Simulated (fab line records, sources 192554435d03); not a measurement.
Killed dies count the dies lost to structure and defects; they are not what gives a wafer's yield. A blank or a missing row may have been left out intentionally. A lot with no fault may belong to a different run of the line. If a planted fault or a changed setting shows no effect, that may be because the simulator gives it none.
Which of the tools did it? ; flow n5-finfet ; 9 lots with 27 wafers sampled at 6 steps, on a route of 1938 steps

== WHAT THE GAUGES SHOWED, per wafer ==
N5_BEOL_M4_RC_MEAS_101. Usual: DIBL_N 36.8 mV/V, standard deviation 1.9; DIBL_P 36.5 mV/V, standard deviation 2.1; IOFF_N 0.17 nA/um, standard deviation 0.038; IOFF_P 0.22 nA/um, standard deviation 0.039; ION_N 675 uA/um, standard deviation 12; ION_P 463 uA/um, standard deviation 7.4; SS_N 71.6 mV/dec, standard deviation 0.71; SS_P 73.4 mV/dec, standard deviation 0.72; VT_N 249 mV, standard deviation 3.3; VT_P -250 mV, standard deviation 3.3.
lot;measured;on;DIBL_N (mV/V);DIBL_P (mV/V);IOFF_N (nA/um);IOFF_P (nA/um);ION_N (uA/um);ION_P (uA/um);SS_N (mV/dec);SS_P (mV/dec);VT_N (mV);VT_P (mV);flag
L280;day 8 08:25;prober-01;34.7 39.9 35.7;34.3 40.0 34.5;0.12 0.21 0.12;0.16 0.24 0.16;657 680 656;453 459 450;71.0 72.7 70.9;72.6 74.3 72.9;251 249 252;-256 -252 -256;
L282;day 9 03:04;prober-02;37.8 36.4 37.7;37.4 36.3 38.7;0.19 0.17 0.19;0.25 0.23 0.27;672 678 684;461 465 472;71.9 71.3 71.3;73.3 73.2 73.7;248 248 242;-249 -247 -244;
L285;day 9 11:34;prober-02;40.9 39.9 36.8;40.5 40.0 35.5;0.23 0.24 0.16;0.29 0.31 0.21;690 705 678;470 486 468;72.9 72.0 70.9;75.1 74.4 73.7;247 241 249;-247 -244 -250;
L286;day 10 21:26;prober-02;33.6 36.5 37.0;33.0 35.9 37.0;0.12 0.16 0.17;0.16 0.20 0.21;654 667 657;458 456 452;70.5 71.6 71.3;72.4 73.9 74.4;253 250 249;-254 -252 -250;
L294;day 12 23:21;prober-01;39.0 34.7 41.0;37.3 34.8 40.3;0.23 0.14 0.31;0.27 0.23 0.33;668 682 682;461 480 470;73.2 70.9 72.9;73.8 73.4 75.1;247 251 242;-244 -248 -243;
L295;day 13 03:48;prober-01;36.7 36.0 33.4;37.7 37.0 34.2;0.18 0.17 0.13;0.24 0.23 0.19;675 665 660;467 461 458;72.2 72.5 71.2;73.5 73.2 72.3;247 248 250;-246 -248 -249;
L297;day 13 04:44;prober-02;36.2 38.4 34.2;35.5 37.3 32.5;0.13 0.16 0.11;0.18 0.20 0.14;676 667 673;461 454 456;71.8 72.5 71.4;73.3 73.9 72.3;253 252 254;-256 -251 -257;
L300;day 14 18:22;prober-02;34.5 35.6 36.0;33.5 34.9 35.2;0.12 0.13 0.15;0.15 0.17 0.17;681 677 676;463 462 456;70.7 71.7 72.1;72.4 73.2 73.9;252 254 250;-252 -253 -254;
L302;day 15 01:47;prober-02;38.5 41.7 36.9;38.1 40.6 34.9;0.20 0.28 0.16;0.25 0.31 0.20;698 685 680;472 470 465;72.2 72.6 71.7;73.8 74.5 73.5;244 242 250;-247 -245 -251;

N5_BEOL_M6_THK_MEAS_01. Usual: M6_ILD_THK gives 155.3 nm (standard deviation 1.9).
lot;measured;on;M6_ILD_THK (nm);flag
L280;day 8 21:47;film-metro-02;156.4 155.5 157.8;
L282;day 9 18:01;film-metro-01;155.9 156.1 158.3;
L285;day 10 00:46;film-metro-01;154.4 158.9 157.3;
L286;day 11 15:25;film-metro-02;156.5 157.6 159.2;
L294;day 13 15:15;film-metro-01;64.6 150.5 152.8;OFF
L295;day 13 17:29;film-metro-02;65.9 155.5 155.7;OFF
L297;day 13 21:19;film-metro-01;152.3 158.5 154.4;
L300;day 15 05:55;film-metro-02;153.2 156.0 156.3;
L302;day 15 21:52;film-metro-01;151.9 153.3 153.4;

== EACH LOT AND THE TOOL THAT RAN IT (in order: tool; ch and the chambers of the sampled wafers; start) ==
lot;N5_BEOL_M5_ANNEAL_82;N5_BEOL_M5_SPUTTER_90;N5_BEOL_M5_CO_CAP_78;N5_BEOL_M6_ILD_DEP_00
L280;pvd-sputter-02, day 8 16:52;pvd-sputter-02, day 8 20:02;cvd-co-02 ch 0,1, day 8 20:56;pecvd-01 ch 1,2, day 8 21:13
L282;pvd-sputter-03, day 9 13:00;pvd-sputter-03, day 9 16:11;cvd-co-01 ch 1,2, day 9 17:10;pecvd-02 ch 0,1, day 9 17:25
L285;pvd-sputter-03, day 9 19:41;pvd-sputter-03, day 9 22:52;cvd-co-01 ch 0,2, day 9 23:56;pecvd-01 ch 1,2, day 10 00:11
L286;pvd-sputter-03, day 11 10:32;pvd-sputter-03, day 11 13:43;cvd-co-01 ch 0,1,2, day 11 14:36;pecvd-02 ch 1,2, day 11 14:50
L294;pvd-sputter-03, day 13 10:22;pvd-sputter-03, day 13 13:33;cvd-co-02 ch 0,1,2, day 13 14:26;pecvd-02 ch 0,1,2, day 13 14:40
L295;pvd-sputter-01, day 13 12:16;pvd-sputter-01, day 13 15:27;cvd-co-01 ch 0,1, day 13 16:23;pecvd-02 ch 0,1,2, day 13 16:41
L297;pvd-sputter-03, day 13 14:48;pvd-sputter-03, day 13 19:37;cvd-co-01 ch 0,2, day 13 20:29;pecvd-01 ch 0,1,2, day 13 20:44
L300;pvd-sputter-03, day 15 01:01;pvd-sputter-03, day 15 04:11;cvd-co-02 ch 0,1,2, day 15 05:05;pecvd-03 ch 0,1, day 15 05:20
L302;pvd-sputter-01, day 15 17:00;pvd-sputter-01, day 15 20:11;cvd-co-02 ch 1,2, day 15 21:03;pecvd-01 ch 1,2, day 15 21:18
- N5_BEOL_M5_ANNEAL_82: time 1800 s.
- N5_BEOL_M5_SPUTTER_90: material Cu, target thk 4.5 nm, time 8.29 s.
- N5_BEOL_M5_CO_CAP_78: material Co, precursor CCTBA/H2, target thk 2 nm, time 102.1 s.
- N5_BEOL_M6_ILD_DEP_00: deposits SiCOH lowk from DEMS/porogen, target thk 179.75 nm, time 33.4 s.

== AS READ BY THE TOOLS THEMSELVES (means over the sampled wafers that have a number; for cases with no such wafer, the mark the record gives instead) ==
N5_BEOL_M5_ANNEAL_82. Usual: heater-power-w 857 W, standard deviation 59; susceptor-temp-C 399.99 C, standard deviation 0.19.
lot;tool;heater-power-w (W);susceptor-temp-C (C);flag
L280;pvd-sputter-02;956;400.26;
L282;pvd-sputter-03;830;399.93;
L285;pvd-sputter-03;849;400.10;
L286;pvd-sputter-03;855;400.13;
L294;pvd-sputter-03;850;400.14;
L295;pvd-sputter-01;864;400.20;
L297;pvd-sputter-03;850;399.81;
L300;pvd-sputter-03;832;400.03;
L302;pvd-sputter-01;878;399.97;

N5_BEOL_M5_SPUTTER_90. Usual: susceptor-temp-C -20.00 C, standard deviation 0.099; throttle-valve-pct 29.3 %, standard deviation 1.1.
lot;tool;susceptor-temp-C (C);throttle-valve-pct (%);flag
L280;pvd-sputter-02;-20.00;29.2;
L282;pvd-sputter-03;-19.92;29.6;
L285;pvd-sputter-03;-19.96;29.8;
L286;pvd-sputter-03;-20.02;29.7;
L294;pvd-sputter-03;-19.98;29.2;
L295;pvd-sputter-01;-19.94;30.1;
L297;pvd-sputter-03;-20.02;30.0;
L300;pvd-sputter-03;-20.14;29.6;
L302;pvd-sputter-01;-20.06;29.6;

N5_BEOL_M5_CO_CAP_78. Usual: heater-power-w 248 W, standard deviation 28; susceptor-temp-C 199.99 C, standard deviation 0.17.
lot;tool;heater-power-w (W);susceptor-temp-C (C);flag
L280;cvd-co-02;274;199.77;
L282;cvd-co-01;215;200.10;
L285;cvd-co-01;223;200.12;
L286;cvd-co-01;231;200.09;
L294;cvd-co-02;259;200.06;
L295;cvd-co-01;253;200.04;
L297;cvd-co-01;208;200.03;
L300;cvd-co-02;255;200.10;
L302;cvd-co-02;251;200.03;

N5_BEOL_M6_ILD_DEP_00. Usual: heater-power-w 320 W, standard deviation 55; showerhead-plenum-p-Torr 5.737 Torr, standard deviation 0.011; susceptor-temp-C 299.98 C, standard deviation 0.18; throttle-valve-pct 14.0 %, standard deviation 0.78.
lot;tool;heater-power-w (W);showerhead-plenum-p-Torr (Torr);susceptor-temp-C (C);throttle-valve-pct (%);flag
L280;pecvd-01;330;5.745;300.22;15.1;
L282;pecvd-02;242;5.729;300.18;13.7;
L285;pecvd-01;365;5.735;300.04;14.1;
L286;pecvd-02;298;5.736;299.82;13.4;
L294;pecvd-02;289;5.739;300.05;13.8;
L295;pecvd-02;286;5.743;300.07;13.6;
L297;pecvd-01;354;5.741;299.88;14.2;
L300;pecvd-03;312;5.740;299.90;14.2;
L302;pecvd-01;366;5.745;299.82;14.4;

== THE ANSWER, worked out from the rows above alone ==
Rule: a lot counts as off when the mean over its wafers that have a number is more than 3 standard deviations away from the usual mean. A lot without any number at a reading at which 4 lots or more have one is off too. Any other lot the step has rows for is counted as sound. The gauges are gone through in route order, then the tools' own readings, and for those a lot's mean is taken as printed above. At the first step where some lot is off, the reading lying furthest off is the one used; lots without a number count as furthest.
Off: L294, L295, seen at N5_BEOL_M6_THK_MEAS_01 (M6_ILD_THK).
If a tool, at a process step before that reading, ran all the lots that are off and no sound lot after the first of them, it fits. Those tools and the gauges at N5_BEOL_M6_THK_MEAS_01 are tried in the same way. One fits: N5_BEOL_M6_ILD_DEP_00 on pecvd-02. Its last sound lot is L286 (day 11 14:50), its first lot that is off L294 (day 13 14:40): a fault that began between those two fits.

== WHAT HAD BEEN PUT IN BY THE SIMULATOR ==
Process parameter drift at N5_BEOL_M6_ILD_DEP_00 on pecvd-02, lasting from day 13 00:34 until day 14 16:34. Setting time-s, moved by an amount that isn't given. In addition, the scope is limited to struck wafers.
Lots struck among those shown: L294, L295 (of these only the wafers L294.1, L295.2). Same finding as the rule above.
